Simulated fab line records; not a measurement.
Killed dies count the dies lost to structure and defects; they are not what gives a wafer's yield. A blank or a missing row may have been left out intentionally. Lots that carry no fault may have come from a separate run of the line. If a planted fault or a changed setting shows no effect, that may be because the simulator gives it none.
What tool caused it? + flow n5_finfet + 11 lots with 33 wafers sampled at 4 steps, on a route of 1938 steps

WHAT EACH GAUGE READ, for each wafer
N5_BEOL_M13_OVL_MEAS_29. Usual: M13_OVL -1 nm, standard deviation 4.9.
| lot  | measured     | on         | M13_OVL (nm) | flag |
|------|--------------|------------|--------------|------|
| L673 | day 12 01:50 | overlay-02 | 6 7 4        |      |
| L675 | day 12 02:30 | overlay-02 | -6 0 0       |      |
| L677 | day 12 22:01 | overlay-02 | -1 -3 -3     |      |
| L680 | day 14 03:44 | overlay-01 | 2 -4 0       |      |
| L681 | day 14 10:47 | overlay-02 | -2 4 -9      |      |
| L682 | day 15 12:35 | overlay-02 | -3 -9 -3     |      |
| L691 | day 17 01:02 | overlay-01 | 0 -2 -4      |      |
| L692 | day 17 14:04 | overlay-02 | 3 -2 -1      |      |
| L695 | day 18 05:51 | overlay-01 | 3 -2 -5      |      |
| L694 | day 18 08:32 | overlay-02 | -5 1 -5      |      |
| L696 | day 19 05:55 | overlay-02 | -3 -6 -8     |      |

N5_BEOL_M13_THK_MEAS_50: measures by xrf. Usual: M13_THK 410 nm, standard deviation 7.9.
| lot  | measured     | on            | M13_THK (nm) | flag |
|------|--------------|---------------|--------------|------|
| L673 | day 12 04:58 | film_metro-02 | 419 421 419  |      |
| L675 | day 12 05:16 | film_metro-02 | 410 416 415  |      |
| L677 | day 13 01:52 | film_metro-02 | 418 419 414  |      |
| L680 | day 14 07:29 | film_metro-01 | 412 398 399  |      |
| L681 | day 14 17:16 | film_metro-01 | 410 418 417  |      |
| L682 | day 15 16:21 | film_metro-01 | 406 407 413  |      |
| L691 | day 17 05:19 | film_metro-02 | 402 423 404  |      |
| L692 | day 17 17:35 | film_metro-01 | 398 412 402  |      |
| L695 | day 18 10:43 | film_metro-02 | 418 416 421  |      |
| L694 | day 18 12:26 | film_metro-01 | 404 400 411  |      |
| L696 | day 19 11:01 | film_metro-02 | 425 413 407  |      |

WHAT TOOL EACH LOT RAN ON (gives the tool, then ch and the chambers of the sampled wafers, and finally the start)
| lot  | N5_BEOL_M13_SPUTTER_44       | N5_BEOL_M13_CMP_49            |
|------|------------------------------|-------------------------------|
| L673 | pvd_sputter-03, day 12 03:59 | cmp-04 ch 1,2,3, day 12 04:44 |
| L675 | pvd_sputter-03, day 12 04:19 | cmp-03 ch 1,2,3, day 12 05:01 |
| L677 | pvd_sputter-02, day 13 00:54 | cmp-02 ch 0,1, day 13 01:34   |
| L680 | pvd_sputter-03, day 14 06:04 | cmp-03 ch 1,2,3, day 14 07:14 |
| L681 | pvd_sputter-03, day 14 14:53 | cmp-04 ch 1,2, day 14 16:58   |
| L682 | pvd_sputter-03, day 15 14:35 | cmp-03 ch 1,2, day 15 16:03   |
| L691 | pvd_sputter-01, day 17 04:22 | cmp-03 ch 0,3, day 17 05:01   |
| L692 | pvd_sputter-02, day 17 16:28 | cmp-04 ch 0,1,2, day 17 17:17 |
| L695 | pvd_sputter-02, day 18 09:46 | cmp-03 ch 0,1,2, day 18 10:25 |
| L694 | pvd_sputter-01, day 18 10:59 | cmp-02 ch 1,2, day 18 12:09   |
| L696 | pvd_sputter-03, day 19 09:41 | cmp-03 ch 0,1,3, day 19 10:43 |
- N5_BEOL_M13_SPUTTER_44: material Ta, target thk 10 nm, time 16.13 s.
- N5_BEOL_M13_CMP_49: polishes, stops on SiOC, t overpolish 17.1 s, target thk 420 nm.

AS READ BY THE TOOLS THEMSELVES (means over the sampled wafers that have a number; for cases with no such wafer, the mark the record gives instead)
N5_BEOL_M13_SPUTTER_44. Usual: 29.7 % for throttle_valve_pct, sd 0.71.
| lot  | tool           | throttle_valve_pct (%) | flag |
|------|----------------|------------------------|------|
| L673 | pvd_sputter-03 | 29.8                   |      |
| L675 | pvd_sputter-03 | 29.3                   |      |
| L677 | pvd_sputter-02 | 29.9                   |      |
| L680 | pvd_sputter-03 | 29.4                   |      |
| L681 | pvd_sputter-03 | 30.0                   |      |
| L682 | pvd_sputter-03 | 29.2                   |      |
| L691 | pvd_sputter-01 | 29.4                   |      |
| L692 | pvd_sputter-02 | 29.8                   |      |
| L695 | pvd_sputter-02 | 29.5                   |      |
| L694 | pvd_sputter-01 | 30.3                   |      |
| L696 | pvd_sputter-03 | 29.6                   |      |

N5_BEOL_M13_CMP_49. Usual: barrier_field_endpoint_s 30.2 s, standard deviation 0.74; clearing_platen_down_force_psi 1.500 psi, standard deviation 0.0031; edge_zone_pressure_frac 1.000, standard deviation 0.0047; motor_current_A 6.0 A, standard deviation 0.48; slurry_flow_ml_min 150.0, standard deviation 0.48.
| lot  | tool   | barrier_field_endpoint_s (s) | clearing_platen_down_force_psi (psi) | edge_zone_pressure_frac | motor_current_A (A) | slurry_flow_ml_min | flag |
|------|--------|------------------------------|--------------------------------------|-------------------------|---------------------|--------------------|------|
| L673 | cmp-04 | 30.5                         | 1.497                                | 1.004                   | 5.7                 | 149.7              |      |
| L675 | cmp-03 | 29.8                         | 1.502                                | 1.003                   | 6.2                 | 150.4              |      |
| L677 | cmp-02 | 29.5                         | 1.501                                | 0.996                   | 5.8                 | 150.1              |      |
| L680 | cmp-03 | 30.7                         | 1.502                                | 0.997                   | 6.1                 | 149.7              |      |
| L681 | cmp-04 | 27.4                         | 1.502                                | 0.998                   | 5.4                 | 150.2              | OFF  |
| L682 | cmp-03 | 27.6                         | 1.504                                | 1.000                   | 6.3                 | 149.5              | OFF  |
| L691 | cmp-03 | 29.5                         | 1.502                                | 1.002                   | 6.5                 | 150.3              |      |
| L692 | cmp-04 | 30.0                         | 1.501                                | 0.999                   | 5.4                 | 149.9              |      |
| L695 | cmp-03 | 30.1                         | 1.503                                | 1.000                   | 6.1                 | 149.8              |      |
| L694 | cmp-02 | 30.4                         | 1.503                                | 1.001                   | 5.9                 | 149.9              |      |
| L696 | cmp-03 | 30.8                         | 1.500                                | 1.000                   | 6.2                 | 149.7              |      |

THE ANSWER, worked out from the rows above alone
Rule: a lot is off if the mean of its wafers that have a number lies more than 3 standard deviations from the usual mean. A lot without any number at a reading at which 4 lots or more have one is off too. Any other lot the step has rows for is counted as sound. First the gauges in route order, then the tools' own readings, where a lot's mean is used as printed above. At the first step where some lot is off, the reading lying furthest off is the one used; lots without a number count as furthest.
Off at N5_BEOL_M13_CMP_49 (barrier_field_endpoint_s): L681, L682.
A tool fits if, at that step or a process step before it, it ran every lot that is off, and no sound lot after the first of them. Not one of the candidates tried fits.

WHAT THE SIMULATOR HAD PUT IN
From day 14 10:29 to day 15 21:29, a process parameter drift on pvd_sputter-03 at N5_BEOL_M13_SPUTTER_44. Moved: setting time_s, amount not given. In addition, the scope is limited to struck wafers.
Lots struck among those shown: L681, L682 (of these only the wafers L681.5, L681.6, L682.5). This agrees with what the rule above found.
